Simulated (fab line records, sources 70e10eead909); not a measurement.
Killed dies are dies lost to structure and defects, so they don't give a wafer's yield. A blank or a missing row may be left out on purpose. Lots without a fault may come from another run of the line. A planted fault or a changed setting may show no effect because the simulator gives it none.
Which tool did it? | flow nand_harc | 11 lots, 33 wafers sampled, at 6 steps of a route of 1159

WHAT THE GAUGES READ, wafer by wafer
NHARC_P_M2_CD_MEAS_09: target cd 170 nm.
lot  | measured     | on        | cd_nm (nm)
L443 | day 5 23:13  | cd_sem-02 | 169.8 169.5 169.9
L445 | day 6 22:28  | cd_sem-03 | 169.9 170.4 170.5
L446 | day 6 22:29  | cd_sem-01 | 169.7 171.7 170.3
L448 | day 7 12:55  | cd_sem-01 | 170.3 170.9 169.9
L447 | day 7 13:32  | cd_sem-03 | 170.8 170.8 170.2
L454 | day 9 15:02  | cd_sem-02 | 169.3 169.2 170.8
L457 | day 9 18:12  | cd_sem-02 | 162.6 170.0 171.0
L458 | day 10 01:04 | cd_sem-03 | 170.3 170.5 163.4
L462 | day 10 22:26 | cd_sem-02 | 171.0 171.2 170.9
L464 | day 11 09:09 | cd_sem-02 | 170.2 170.1 169.9
L466 | day 11 20:38 | cd_sem-03 | 170.4 170.2 169.7

NHARC_END_SORT_01.
lot  | measured     | on        | defect_limited_yield (%) | killed_at_array | killed_at_other | killed_at_periphery | killed_dies | killed_open | killed_short | sort_bin_2_pct (%) | sort_bin_3_pct (%) | sort_bin_4_pct (%) | sort_n_pass | sort_rim_yield_pct (%) | sort_yield_pct (%)
L457 | day 23 01:42 | prober-01 | 96.2 96.6 96.8           | 19 16 16        | 3 3 4           | 4 4 2               | 26 23 22    | 5 6 3       | 5 2 1        | 1.0 1.5 0.7        | 0.30 0.15 0.44     | 2.5 1.8 2.1        | 651 654 655 | 97.2 95.3 97.2         | 96.2 96.6 96.8
L458 | day 23 02:31 | prober-02 | 93.4 93.1 92.9           | 44 42 46        | 0 0 0           | 1 5 2               | 45 47 48    | 3 4 3       | 1 3 1        | 2.5 2.2 2.8        | 0.44 0.44 0        | 3.7 4.3 4.3        | 632 630 629 | 98.1 88.7 94.3         | 93.4 93.1 92.9

WHICH TOOL RAN EACH LOT (tool, then ch and the chambers of the sampled wafers, then the start)
lot  | NHARC_P_M1_CMP_23             | NHARC_P_M1_PRE_CLEAN_32         | NHARC_P_M2_PEB_07                 | NHARC_P_M2_ETCH_28
L443 | cmp-03 ch 1,2,3, day 5 21:20  | pecvd-01 ch 2, day 5 21:52      | litho_track-01 ch 0, day 5 23:08  | rie_diel-01 ch 0,1,2, no start
L445 | cmp-01 ch 1,2, day 6 20:29    | pecvd-01 ch 0,1, day 6 21:02    | litho_track-06 ch 0, day 6 22:23  | rie_diel-04 ch 1,2,3, no start
L446 | cmp-02 ch 0,1,2, day 6 20:44  | pecvd-02 ch 1,2, day 6 21:18    | litho_track-01 ch 0, day 6 22:24  | rie_diel-11 ch 1,2,3, no start
L448 | cmp-02 ch 0,3, day 7 11:05    | pecvd-03 ch 0,1, day 7 11:37    | litho_track-04 ch 0, day 7 12:50  | rie_diel-04 ch 0,2,3, no start
L447 | cmp-02 ch 0,2,3, day 7 11:37  | pecvd-03 ch 0,1,2, day 7 12:07  | litho_track-04 ch 0, day 7 13:28  | rie_diel-11 ch 0,1,2, no start
L454 | cmp-01 ch 0,1, day 9 12:41    | pecvd-01 ch 0,1,2, day 9 13:32  | litho_track-01 ch 0, day 9 14:58  | rie_diel-11 ch 0,2,3, no start
L457 | cmp-01 ch 0,2,3, day 9 16:22  | pecvd-02 ch 0,1, day 9 16:53    | litho_track-04 ch 0, day 9 18:07  | rie_diel-04 ch 0,1,3, day 23 01:42 or earlier
L458 | cmp-01 ch 1,3, day 9 23:07    | pecvd-01 ch 1,2, day 9 23:40    | litho_track-04 ch 0, day 10 00:59 | rie_diel-04 ch 0,2,3, day 23 02:31 or earlier
L462 | cmp-03 ch 0,1,3, day 10 20:40 | pecvd-03 ch 0,1, day 10 21:10   | litho_track-06 ch 0, day 10 22:22 | rie_diel-11 ch 0,2,3, no start
L464 | cmp-02 ch 0,1,3, day 11 07:21 | pecvd-02 ch 0,1,2, day 11 07:50 | litho_track-06 ch 0, day 11 09:04 | rie_diel-04 ch 0,1,2, no start
L466 | cmp-01 ch 1,2, day 11 18:54   | pecvd-02 ch 1,2, day 11 19:26   | litho_track-01 ch 0, day 11 20:32 | rie_diel-04 ch 1,2,3, no start
- NHARC_P_M1_CMP_23: polishes, t overpolish 20 s, target thk 157.82 nm.
- NHARC_P_M1_PRE_CLEAN_32: time 12 s.
- NHARC_P_M2_PEB_07: peb time 65 s.
- NHARC_P_M2_ETCH_28: etches the open film in CF4/N2, target depth 30 nm, time 72.99 s.

WHAT THE TOOLS THEMSELVES READ (means of the sampled wafers that have a number; where no wafer has one, the mark that the record gives instead)
NHARC_P_M1_CMP_23.
lot  | tool   | motor_current_A (A) | time_to_endpoint_s (s)
L443 | cmp-03 | 12.8                | 27.2
L445 | cmp-01 | 11.8                | 29.7
L446 | cmp-02 | 11.3                | 30.4
L448 | cmp-02 | 12.3                | 27.7
L447 | cmp-02 | 12.2                | 28.2
L454 | cmp-01 | 13.1                | 29.9
L457 | cmp-01 | 11.5                | 30.7
L458 | cmp-01 | 11.9                | 31.3
L462 | cmp-03 | 12.8                | 32.9
L464 | cmp-02 | 11.3                | 27.5
L466 | cmp-01 | 11.5                | 26.9

NHARC_P_M1_PRE_CLEAN_32.
lot  | tool     | heater_power_w (W)
L443 | pecvd-01 | 573
L445 | pecvd-01 | 569
L446 | pecvd-02 | 598
L448 | pecvd-03 | 644
L447 | pecvd-03 | 654
L454 | pecvd-01 | 599
L457 | pecvd-02 | 565
L458 | pecvd-01 | 631
L462 | pecvd-03 | 644
L464 | pecvd-02 | 595
L466 | pecvd-02 | 554

NHARC_P_M2_PEB_07.
lot  | tool           | chill_plate_temp_C (C) | heater_power_total_W (W) | resist_line_temp_C (C)
L443 | litho_track-01 | 23.04                  | 156.2                    | 23.04
L445 | litho_track-06 | 23.17                  | 157.0                    | 23.01
L446 | litho_track-01 | 23.03                  | 156.8                    | 23.06
L448 | litho_track-04 | 23.18                  | 156.4                    | 22.89
L447 | litho_track-04 | 22.77                  | 156.7                    | 23.11
L454 | litho_track-01 | 23.11                  | 156.8                    | 23.20
L457 | litho_track-04 | 22.87                  | 162.9                    | 23.01
L458 | litho_track-04 | 22.83                  | 163.1                    | 23.05
L462 | litho_track-06 | 23.01                  | 156.7                    | 23.21
L464 | litho_track-06 | 22.98                  | 156.5                    | 23.07
L466 | litho_track-01 | 23.08                  | 156.6                    | 22.97

NHARC_P_M2_ETCH_28.
lot  | tool        | drypump_motor_current_A (A) | oes_product_au (a.u.) | rf_vpp_V (V) | showerhead_plenum_p_Torr (Torr) | throttle_valve_pct (%)
L443 | rie_diel-01 | 5.6                         | 1.005                 | 313.3        | 2.60                            | 19.791
L445 | rie_diel-04 | 5.7                         | 0.994                 | 313.9        | 2.63                            | 19.797
L446 | rie_diel-11 | 5.5                         | 1.001                 | 315.4        | 2.69                            | 19.792
L448 | rie_diel-04 | 5.4                         | 0.997                 | 316.4        | 2.71                            | 19.801
L447 | rie_diel-11 | 5.5                         | 1.002                 | 314.6        | 2.65                            | 19.791
L454 | rie_diel-11 | 5.7                         | 0.991                 | 314.2        | 2.59                            | 19.789
L457 | rie_diel-04 | 5.5                         | 0.998                 | 313.6        | 2.60                            | 19.794
L458 | rie_diel-04 | 5.4                         | 0.997                 | 315.9        | 2.71                            | 19.795
L462 | rie_diel-11 | 5.7                         | 0.987                 | 314.0        | 2.59                            | 19.799
L464 | rie_diel-04 | 5.7                         | 1.004                 | 315.2        | 2.66                            | 19.791
L466 | rie_diel-04 | 5.7                         | 1.001                 | 313.4        | 2.62                            | 19.798

THE ANSWER, worked out from the rows above alone
Rule: what is usual is taken from the lots themselves. Put in order of their means at a reading, lots are off if they are a third of the lots or fewer, leave a main group of 4 or more, and stand apart from it by a gap of 3 or more times the standard deviation of the main group's means; of several such gaps the widest counts. A main group whose means are all the same, to the digits that the tables above print for the reading, isn't used. A lot without any number at a reading at which 4 lots or more have one is off too. The other lots that the step has rows for count as sound. The gauges are gone through in route order, then the tools' own readings, and for those a lot's mean is taken as printed above. The first step at which some lot is off is used, and at that step the reading that is off furthest; a lot without a number counts as furthest.
Off: L457, L458, at NHARC_P_M2_CD_MEAS_09 (cd_nm). The main group: mean 170.3 nm, standard deviation 0.39.
A tool fits if, at a process step before that reading, it ran every lot that is off, and no sound lot after the first of them. The gauges at NHARC_P_M2_CD_MEAS_09 aren't tried: what is off there is off at NHARC_P_M2_PEB_07 too, on other tools, and a gauge's error can't cause that. One fits: litho_track-04 at NHARC_P_M2_PEB_07. Its last sound lot is L447 (day 7 13:28), its first lot that is off L457 (day 9 18:07): a fault that began between those two fits.
The tool's own readings at NHARC_P_M2_PEB_07 bear it out: on the lots that are off they differ by more than 5 times the standard deviation of the sound lots' means. heater_power_total_W reads 163.0 W there against 156.6 W on the sound lots.

WHAT THE SIMULATOR HAD PUT IN
Process parameter drift: litho_track-04, from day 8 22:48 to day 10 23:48, at NHARC_P_M2_PEB_07. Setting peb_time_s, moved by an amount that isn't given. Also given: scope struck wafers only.
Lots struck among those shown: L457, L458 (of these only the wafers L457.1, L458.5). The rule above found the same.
